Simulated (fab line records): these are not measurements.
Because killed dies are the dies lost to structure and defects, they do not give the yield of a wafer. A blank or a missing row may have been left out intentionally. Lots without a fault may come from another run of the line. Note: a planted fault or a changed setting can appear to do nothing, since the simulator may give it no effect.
Chamber matching + flow n5-finfet + N5_BEOL_M0_CMP_120 on cmp-03: 4 sister chambers
The step polishes, stops on SiOC, t overpolish 6.9 s. 14 wafers are shown with their chamber, then 7 later ones without.

== WAFERS, EACH WITH ITS CHAMBER ==
| wafer  | chamber | motor-current-A (A) | barrier-field-endpoint-s (s) | clearing-platen-rpm (rpm) |
|--------|---------|---------------------|------------------------------|---------------------------|
| L384.2 | 0       | 5.8                 | 3.61                         | 49.983                    |
| L384.3 | 3       | 6.6                 | 3.64                         | 49.986                    |
| L384.5 | 3       | 6.6                 | 3.56                         | 49.994                    |
| L388.1 | 1       | 6.1                 | 3.74                         | 50.020                    |
| L388.2 | 0       | 6.1                 | 3.75                         | 50.031                    |
| L388.6 | 3       | 6.9                 | 3.70                         | 49.954                    |
| L391.1 | 0       | 6.0                 | 3.74                         | 49.992                    |
| L391.3 | 3       | 6.7                 | 3.59                         | 49.980                    |
| L391.6 | 0       | 5.7                 | 3.50                         | 50.035                    |
| L392.2 | 0       | 6.1                 | 3.65                         | 50.007                    |
| L392.3 | 2       | 6.3                 | 3.56                         | 49.982                    |
| L392.6 | 1       | 5.8                 | 3.73                         | 50.000                    |
| L394.1 | 1       | 6.0                 | 3.73                         | 50.036                    |
| L394.4 | 3       | 7.0                 | 3.61                         | 49.975                    |

SIGNATURES, as means of the wafers listed above
| reading                  | chamber 0 | chamber 1 | chamber 2 | chamber 3 | scatter within a chamber |
|--------------------------|-----------|-----------|-----------|-----------|--------------------------|
| motor-current-A          | 5.940     | 5.967     | 6.300     | 6.760     | 0.176                    |
| barrier-field-endpoint-s | 3.6500    | 3.7333    | 3.5600    | 3.6200    | 0.0733                   |
| clearing-platen-rpm      | 50.00960  | 50.01867  | 49.98200  | 49.97780  | 0.0192                   |
Rule: distance of a wafer from a chamber = root of the sum over the readings of ((wafer's reading minus chamber's mean) / reading's scatter) squared. If the next closest chamber is less than 2 further off than the closest, the wafer can't be placed; otherwise it belongs to the closest. The scatter: the root of (the sum of the squares of (reading less its chamber's mean) over the shown wafers, divided by (wafers less chambers)).

== WAFERS WITH NO CHAMBER GIVEN ==
| wafer  | motor-current-A (A) | barrier-field-endpoint-s (s) | clearing-platen-rpm (rpm) |
|--------|---------------------|------------------------------|---------------------------|
| L394.5 | 6.2                 | 3.52                         | 49.996                    |
| L405.1 | 5.9                 | 3.62                         | 49.988                    |
| L405.2 | 6.6                 | 3.76                         | 49.987                    |
| L405.6 | 6.1                 | 3.61                         | 50.020                    |
| L406.2 | 6.2                 | 3.59                         | 49.972                    |
| L406.3 | 6.5                 | 3.74                         | 50.022                    |
| L406.5 | 5.9                 | 3.78                         | 50.027                    |

== EACH ONE'S CHAMBER ==
| wafer  | from the rows above               | in truth |
|--------|-----------------------------------|----------|
| L394.5 | can't be placed: 2 or 0           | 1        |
| L405.1 | can't be placed: 0 or 1 or 2      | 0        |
| L405.2 | can't be placed: 3 or 2 or 1      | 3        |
| L405.6 | can't be placed: 0 or 1 or 2      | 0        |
| L406.2 | can't be placed: 2 or 0           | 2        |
| L406.3 | can't be placed: 1 or 3 or 2 or 0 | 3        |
| L406.5 | can't be placed: 1 or 0           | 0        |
Placed correctly: 0 of 7. Can't be placed from these rows: 7 (the true chamber is among the candidates in 6). Number placed wrongly: 0.
